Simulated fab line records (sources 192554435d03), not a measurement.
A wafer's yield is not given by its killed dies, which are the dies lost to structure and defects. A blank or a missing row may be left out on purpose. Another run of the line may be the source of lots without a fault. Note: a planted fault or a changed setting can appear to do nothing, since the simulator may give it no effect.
Split-lot study | flow n5 finfet | on a route of 1938 steps: 7 lots, 39 wafers read

THE SPLIT
At N5_HKMG_FIN_ETCH_55 (etches SOC in N2/H2, target depth 240 nm, time 300 s), the setting bias w was moved away from the recipe's 150 W on 15 of the 39 wafers read, by +9.1% to +14.8%. All remaining wafers had this setting at the recipe value.

The split's own step is where the reading is taken.

THE READING
rf vpp V, in V, at N5_HKMG_FIN_ETCH_55 (etches SOC in N2/H2, target depth 240 nm, time 300 s). Typical for fault-free wafers on this fab line: 523.7 V, with standard deviation 1.9 V.

wafer  | tool, chamber at the split | bias w as run, W | against the recipe | rf vpp V, V | against lot-mates on the recipe
L077.1 | rie diel-05, 2             | 170.1            | +13.4%             | 564.0       | +40.8
L077.2 | rie diel-05, 0             | 150              | recipe             | 523.5       | -
L077.3 | rie diel-05, 3             | 170.1            | +13.4%             | 566.9       | +43.7
L077.4 | rie diel-05, 1             | 170.1            | +13.4%             | 568.8       | +45.6
L077.5 | rie diel-05, 2             | 150              | recipe             | 523.1       | -
L077.6 | rie diel-05, 3             | 150              | recipe             | 523.0       | -
L078.1 | rie diel-05, 2             | 150              | recipe             | 522.1       | -
L078.2 | rie diel-05, 1             | 150              | recipe             | 525.4       | -
L078.3 | rie diel-05, 3             | 172.2            | +14.8%             | 572.0       | +48.1
L078.4 | rie diel-05, 0             | 172.2            | +14.8%             | 570.5       | +46.6
L078.5 | rie diel-05, 3             | 150              | recipe             | 524.3       | -
L078.6 | rie diel-05, 2             | 172.2            | +14.8%             | 569.7       | +45.8
L081.1 | rie diel-05, 2             | 150              | recipe             | 520.3       | -
L081.2 | rie diel-05, 3             | 150              | recipe             | 522.5       | -
L081.3 | rie diel-05, 1             | 150              | recipe             | 525.7       | -
L081.4 | rie diel-05, 0             | 150              | recipe             | 522.3       | -
L081.5 | rie diel-05, 3             | 150              | recipe             | 524.2       | -
L081.6 | rie diel-05, 0             | 150              | recipe             | 522.0       | -
L088.1 | rie diel-06, 1             | 163.7            | +9.1%              | 552.9       | +28.4
L088.2 | rie diel-06, 3             | 150              | recipe             | 526.3       | -
L088.3 | rie diel-06, 2             | 150              | recipe             | 522.5       | -
L088.4 | rie diel-06, 0             | 163.7            | +9.1%              | 555.1       | +30.6
L088.5 | rie diel-06, 1             | 163.7            | +9.1%              | 552.3       | +27.8
L088.6 | rie diel-06, 2             | 150              | recipe             | 524.8       | -
L090.1 | rie diel-06, 1             | 150              | recipe             | 521.8       | -
L090.2 | rie diel-06, 3             | 150              | recipe             | 526.1       | -
L090.3 | rie diel-06, 0             | 163.6            | +9.1%              | 553.0       | +28.8
L090.4 | rie diel-06, 3             | 150              | recipe             | 524.7       | -
L090.5 | rie diel-06, 1             | 163.6            | +9.1%              | 553.1       | +28.9
L090.6 | rie diel-06, 0             | 163.6            | +9.1%              | 555.0       | +30.8
L093.1 | rie diel-06, 3             | 150              | recipe             | 525.3       | -
L093.3 | rie diel-06, 0             | 150              | recipe             | 525.5       | -
L093.6 | rie diel-06, 1             | 150              | recipe             | 524.0       | -
L096.1 | rie diel-03, 1             | 150              | recipe             | 521.3       | -
L096.2 | rie diel-03, 3             | 171.6            | +14.4%             | 573.4       | +51.2
L096.3 | rie diel-03, 0             | 150              | recipe             | 523.2       | -
L096.4 | rie diel-03, 2             | 171.6            | +14.4%             | 571.6       | +49.4
L096.5 | rie diel-03, 1             | 150              | recipe             | 522.0       | -
L096.6 | rie diel-03, 2             | 171.6            | +14.4%             | 570.5       | +48.3

FIT RESULTS
A straight line over all 39 wafers: rf vpp V changes by +3.26 V for each +1% of bias w; r = +1.00; the points scatter about the line by 1.6 V.
The same after taking each lot's own level away (the mean of its wafers on the recipe; 39 wafers): +3.27 V for each +1%; r = +1.00; scatter 1.6 V.
Per that fit: largest bias w move, reading shift of 48 V.
Measured against the standard deviation above, the lots' own levels, which go from 522.17 to 524.93 V, span 1.5 times it.
Consequently the slope shifts little with the lot-to-lot level, the two slopes agreeing.
Check: with one of the wafers moved furthest among these (+14.8%) left out of the fit, the line predicts +48.4 V for it against its lot-mates. It came out at +48.1 V against them.
Tool readings at the split's step, against how far the setting was moved: rf vpp V r = +1.00.

OTHER SPLITS APPLIED TO THESE WAFERS
Note: prior to the reading, these wafers also went through further splits. Each is held against what the fit with the lots' levels taken away leaves over:
other split on the same wafers  | wafers away from the commonest value | r with rf vpp V (lot level and that fit taken away)
N5_DUMMY_GATE_EXPOSE_12 dose mj | 18                                   | +0.31
N5_DUMMY_GATE_ETCH_32 time s    | 15                                   | -0.27
N5_SD_EPI_N_EXPOSE_06 dose mj   | 12                                   | +0.12

THE WHOLE CHAIN: every reading that the file lists as answering this split, in the file's order
step                | what it does                                         | reading                                                                           | change (the file's fit)               | r (the file's)
N5_HKMG_FIN_ETCH_55 | etches SOC in N2/H2, target depth 240 nm, time 300 s | rf vpp V                                                                          | +3.27 V for each +1% of the setting   | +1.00
N5_HKMG_FIN_ETCH_55 | etches SOC in N2/H2, target depth 240 nm, time 300 s | SiARC_of_HKMG_FIN_COAT_42.thk nm (the simulator's own value, which no gauge read) | -0.172 nm for each +1% of the setting | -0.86

THE FILE'S OWN FIT
rf vpp V changes by +3.27 V for each +1% of bias w, r = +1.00.
